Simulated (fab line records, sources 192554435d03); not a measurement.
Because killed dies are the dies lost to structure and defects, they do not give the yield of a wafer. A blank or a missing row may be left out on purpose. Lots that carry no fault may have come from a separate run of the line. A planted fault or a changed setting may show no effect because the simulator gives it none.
Which tool is to blame? -- flow n5_finfet -- 11 lots, 33 wafers sampled, at 2 steps of a route of 1938

## WHAT THE GAUGES READ, wafer by wafer
N5_MIM_TOP_LITHO_OVL_MEAS_11. Usual: for MIM_TOP_OVL the level is -4 nm and the standard deviation is 6.
lot,measured,on,MIM_TOP_OVL (nm),flag
L874,day 12 20:09,overlay-02,-9 -13 -10,
L875,day 13 02:07,overlay-01,1 0 1,
L876,day 13 09:37,overlay-01,-5 -8 -8,
L877,day 13 07:35,overlay-01,12 10 17,
L879,day 13 20:07,overlay-01,3 -5 -2,
L882,day 14 10:17,overlay-01,-8 -6 -3,
L883,day 14 20:16,overlay-02,-11 -5 -12,
L884,day 14 20:43,overlay-01,-11 -7 -4,
L891,day 16 06:51,overlay-01,-2 -3 -2,
L896,day 18 18:37,overlay-01,7 -11 1,
L897,day 18 15:15,overlay-02,0 5 -3,

## WHICH TOOL RAN EACH LOT (tool, then ch and the chambers of the sampled wafers, then the start)
lot,N5_PMOS_HMC_CHANNEL_EPI_HM_OPEN_15
L874,"rie_diel-04 ch 1,2,3, day 1 18:10"
L875,"rie_diel-04 ch 0,1,2, day 1 23:31"
L876,"rie_diel-04 ch 1,2, day 2 05:22"
L877,"rie_diel-04 ch 0,1,2, day 2 12:28"
L879,"rie_diel-06 ch 1,2,3, day 2 23:38"
L882,"rie_diel-04 ch 1,3, day 3 17:49"
L883,"rie_diel-02 ch 1,2,3, day 3 23:30"
L884,"rie_diel-02 ch 0,1,2, day 4 05:24"
L891,"rie_diel-04 ch 0,1,2, day 5 23:17"
L896,"rie_diel-06 ch 0,2,3, day 7 05:35"
L897,"rie_diel-02 ch 0,1,3, day 7 13:50"
- N5_PMOS_HMC_CHANNEL_EPI_HM_OPEN_15: chemistry CHF3/O2, target SiO2, target depth 40.6 nm, time 20.3 s.

## AS READ BY THE TOOLS THEMSELVES (means over the sampled wafers that have a number; for cases with no such wafer, the mark the record gives instead)
N5_PMOS_HMC_CHANNEL_EPI_HM_OPEN_15. Usual: chamber_pressure_mTorr 29.996 mTorr, standard deviation 0.03; drypump_motor_current_A 5.5 A, standard deviation 0.49; oes_product_au 0.75 a.u., standard deviation 0.072; rf_vpp_V 527 V, standard deviation 14; showerhead_plenum_p_Torr 2.40 Torr, standard deviation 0.077; throttle_valve_pct 19.0 %, standard deviation 0.3.
lot,tool,chamber_pressure_mTorr (mTorr),drypump_motor_current_A (A),oes_product_au (a.u.),rf_vpp_V (V),showerhead_plenum_p_Torr (Torr),throttle_valve_pct (%),flag
L874,rie_diel-04,29.994,6.0,0.77,538,2.48,18.8,
L875,rie_diel-04,29.978,6.1,0.75,531,2.44,19.0,
L876,rie_diel-04,29.974,6.4,0.80,547,2.44,18.7,
L877,rie_diel-04,29.999,6.1,0.75,531,2.43,19.0,
L879,rie_diel-06,29.978,5.1,0.72,523,2.37,19.1,
L882,rie_diel-04,30.001,5.7,0.77,540,2.48,18.7,
L883,rie_diel-02,29.998,5.6,0.79,524,2.36,18.8,
L884,rie_diel-02,29.978,5.9,0.78,515,2.38,18.8,
L891,rie_diel-04,30.013,6.0,0.73,531,2.42,19.0,
L896,rie_diel-06,29.999,5.2,0.76,519,2.39,19.1,
L897,rie_diel-02,30.043,5.6,0.80,518,2.37,19.1,

## THE ANSWER, worked out from the rows above alone
Rule: lot off if the mean of its wafers having a number is beyond 3 standard deviations from the usual mean. A lot without any number at a reading at which 4 lots or more have one is off too. The other lots that the step has rows for count as sound. Order of review: gauges by route order, followed by the tools' own readings, for which a lot's mean as printed above is used. The first step at which some lot is off is used, and at that step the reading that is off furthest; a lot without a number counts as furthest.
None of the lots is off at any reading shown; this tells nothing.

## WHAT WAS PUT IN BY THE SIMULATOR
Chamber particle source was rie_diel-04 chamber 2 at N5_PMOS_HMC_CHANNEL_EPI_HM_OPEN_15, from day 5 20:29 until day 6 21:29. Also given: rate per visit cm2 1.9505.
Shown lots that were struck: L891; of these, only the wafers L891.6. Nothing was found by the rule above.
